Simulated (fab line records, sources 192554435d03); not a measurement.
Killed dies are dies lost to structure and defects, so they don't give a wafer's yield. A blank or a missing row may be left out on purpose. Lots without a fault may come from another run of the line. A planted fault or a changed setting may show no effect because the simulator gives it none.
Chamber matching | flow n5_finfet | N5_BEOL_M2_PRE_CLEAN_60 on cvd_co-01: 3 sister chambers
The step time 15 s. 14 wafers are shown with their chamber, then 6 later ones without.

WAFERS WITH THEIR CHAMBER
wafer  | chamber | heater_power_w (W) | heater_power_outer_w (W)
L785.1 | 2       | 80                 | 15
L785.2 | 1       | 80                 | 19
L785.6 | 0       | 62                 | 12
L788.1 | 0       | 62                 | 12
L788.3 | 1       | 79                 | 19
L788.6 | 0       | 63                 | 12
L793.2 | 2       | 79                 | 16
L793.3 | 1       | 80                 | 18
L793.5 | 0       | 62                 | 12
L794.1 | 1       | 79                 | 19
L794.3 | 2       | 82                 | 16
L794.6 | 1       | 80                 | 19
L801.1 | 0       | 63                 | 12
L801.3 | 2       | 80                 | 16

SIGNATURES (means of the wafers above)
reading              | chamber 0 | chamber 1 | chamber 2 | scatter within a chamber
heater_power_w       | 62.40     | 79.60     | 80.25     | 0.806
heater_power_outer_w | 12.00     | 18.80     | 15.75     | 0.375
Rule: a wafer's distance from a chamber is the root of the sum, over the readings, of the square of ((its reading less the chamber's mean) divided by the reading's scatter). The wafer belongs to the nearest chamber; if the next one is less than 2 further off, it can't be placed. The scatter: the root of (the sum of the squares of (reading less its chamber's mean) over the shown wafers, divided by (wafers less chambers)).

WAFERS WITHOUT THEIR CHAMBER
wafer  | heater_power_w (W) | heater_power_outer_w (W)
L801.6 | 64                 | 12
L805.1 | 63                 | 12
L805.3 | 81                 | 19
L806.1 | 65                 | 12
L806.2 | 82                 | 16
L806.3 | 79                 | 19

WHICH CHAMBER EACH WENT THROUGH
wafer  | from the rows above | in truth
L801.6 | 0                   | 0
L805.1 | 0                   | 0
L805.3 | 1                   | 1
L806.1 | 0                   | 0
L806.2 | 2                   | 2
L806.3 | 1                   | 1
Placed correctly: 6 of 6. Can't be placed from these rows: 0. Placed wrongly: 0.
